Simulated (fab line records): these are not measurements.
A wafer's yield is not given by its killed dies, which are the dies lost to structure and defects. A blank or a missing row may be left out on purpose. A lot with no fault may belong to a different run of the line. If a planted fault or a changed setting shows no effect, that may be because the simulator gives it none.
Split-lot study || flow n5-finfet || route with 1938 steps; 7 lots, 21 wafers read

THE SPLIT
At N5_PASSIVATION_EXPOSE_27 (exposes mask PAD, defocus 0 nm), the setting dose-mj was moved away from the recipe's 32.3 on 5 of the 21 wafers read, by -7.3% to -4.8%. The other wafers ran this setting at the recipe's value.

FROM THE SPLIT TO THE READING: what the file shows between them, 3 steps
- N5_PASSIVATION_PEB_28
- N5_PASSIVATION_DEVELOP_29: develop time 60 s
- N5_PASSIVATION_HARDBAKE_31: time 120 s

THE READING
cd-nm at N5_PASSIVATION_CD_MEAS_30, given in nm (cd target 4000 nm). Typical for fault-free wafers on this fab line: 4000.0 nm, with standard deviation 2 nm.

{"wafer": "L085.1", "tool, chamber at the split": "krf-scanner-01, 0", "dose-mj as run": 30.08, "against the recipe": "-6.9%", "cd-nm, nm": 3987.2, "against lot-mates on the recipe": -14.7}
{"wafer": "L085.2", "tool, chamber at the split": "krf-scanner-01, 0", "dose-mj as run": 32.3, "against the recipe": "recipe", "cd-nm, nm": 4001.9, "against lot-mates on the recipe": "-"}
{"wafer": "L085.6", "tool, chamber at the split": "krf-scanner-01, 0", "dose-mj as run": 30.08, "against the recipe": "-6.9%", "cd-nm, nm": 3985.6, "against lot-mates on the recipe": -16.3}
{"wafer": "L088.1", "tool, chamber at the split": "krf-scanner-01, 0", "dose-mj as run": 32.3, "against the recipe": "recipe", "cd-nm, nm": 3998.1, "against lot-mates on the recipe": "-"}
{"wafer": "L088.2", "tool, chamber at the split": "krf-scanner-01, 0", "dose-mj as run": 32.3, "against the recipe": "recipe", "cd-nm, nm": 4000.3, "against lot-mates on the recipe": "-"}
{"wafer": "L088.3", "tool, chamber at the split": "krf-scanner-01, 0", "dose-mj as run": 32.3, "against the recipe": "recipe", "cd-nm, nm": 3997.8, "against lot-mates on the recipe": "-"}
{"wafer": "L086.1", "tool, chamber at the split": "krf-scanner-02, 0", "dose-mj as run": 32.3, "against the recipe": "recipe", "cd-nm, nm": 4001.2, "against lot-mates on the recipe": "-"}
{"wafer": "L086.2", "tool, chamber at the split": "krf-scanner-02, 0", "dose-mj as run": 32.3, "against the recipe": "recipe", "cd-nm, nm": 4002.0, "against lot-mates on the recipe": "-"}
{"wafer": "L086.5", "tool, chamber at the split": "krf-scanner-02, 0", "dose-mj as run": 30.75, "against the recipe": "-4.8%", "cd-nm, nm": 3991.0, "against lot-mates on the recipe": -10.6}
{"wafer": "L090.1", "tool, chamber at the split": "krf-scanner-02, 0", "dose-mj as run": 32.3, "against the recipe": "recipe", "cd-nm, nm": 3997.9, "against lot-mates on the recipe": "-"}
{"wafer": "L090.2", "tool, chamber at the split": "krf-scanner-02, 0", "dose-mj as run": 29.95, "against the recipe": "-7.3%", "cd-nm, nm": 3983.6, "against lot-mates on the recipe": -14.3}
{"wafer": "L090.3", "tool, chamber at the split": "krf-scanner-02, 0", "dose-mj as run": 29.95, "against the recipe": "-7.3%", "cd-nm, nm": 3986.8, "against lot-mates on the recipe": -11.1}
{"wafer": "L091.3", "tool, chamber at the split": "krf-scanner-02, 0", "dose-mj as run": 32.3, "against the recipe": "recipe", "cd-nm, nm": 4000.7, "against lot-mates on the recipe": "-"}
{"wafer": "L091.4", "tool, chamber at the split": "krf-scanner-02, 0", "dose-mj as run": 32.3, "against the recipe": "recipe", "cd-nm, nm": 3998.8, "against lot-mates on the recipe": "-"}
{"wafer": "L091.6", "tool, chamber at the split": "krf-scanner-02, 0", "dose-mj as run": 32.3, "against the recipe": "recipe", "cd-nm, nm": 4000.7, "against lot-mates on the recipe": "-"}
{"wafer": "L094.2", "tool, chamber at the split": "krf-scanner-02, 0", "dose-mj as run": 32.3, "against the recipe": "recipe", "cd-nm, nm": 3999.3, "against lot-mates on the recipe": "-"}
{"wafer": "L094.5", "tool, chamber at the split": "krf-scanner-02, 0", "dose-mj as run": 32.3, "against the recipe": "recipe", "cd-nm, nm": 4002.1, "against lot-mates on the recipe": "-"}
{"wafer": "L094.6", "tool, chamber at the split": "krf-scanner-02, 0", "dose-mj as run": 32.3, "against the recipe": "recipe", "cd-nm, nm": 3998.5, "against lot-mates on the recipe": "-"}
{"wafer": "L096.3", "tool, chamber at the split": "krf-scanner-02, 0", "dose-mj as run": 32.3, "against the recipe": "recipe", "cd-nm, nm": 4001.0, "against lot-mates on the recipe": "-"}
{"wafer": "L096.4", "tool, chamber at the split": "krf-scanner-02, 0", "dose-mj as run": 32.3, "against the recipe": "recipe", "cd-nm, nm": 4000.8, "against lot-mates on the recipe": "-"}
{"wafer": "L096.5", "tool, chamber at the split": "krf-scanner-02, 0", "dose-mj as run": 32.3, "against the recipe": "recipe", "cd-nm, nm": 4000.2, "against lot-mates on the recipe": "-"}

THE FIT
A straight line over all 21 wafers: cd-nm changes by +2.01 nm for each +1% of dose-mj; r = +0.97; the points scatter about the line by 1.5 nm.
The same after taking each lot's own level away (the mean of its wafers on the recipe; 21 wafers): +2 nm for each +1%; r = +0.98; scatter 1.3 nm.
On that fit, the largest move of dose-mj shifts the reading by 15 nm.
Across the lots, their own levels run from 3997.90 to 4001.90 nm, a range of 2.0 times the standard deviation given above.
Hence the lot-to-lot level has little effect on the slope; both slopes agree.
Check: for one of the wafers moved furthest among these (-7.3%), held out of the fit, the line's prediction against its lot-mates is -14.7 nm. It came out at -14.3 nm against them.

THE FILE'S OWN FIT
cd-nm changes by +2.03 nm for each +1% of dose-mj, r = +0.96.
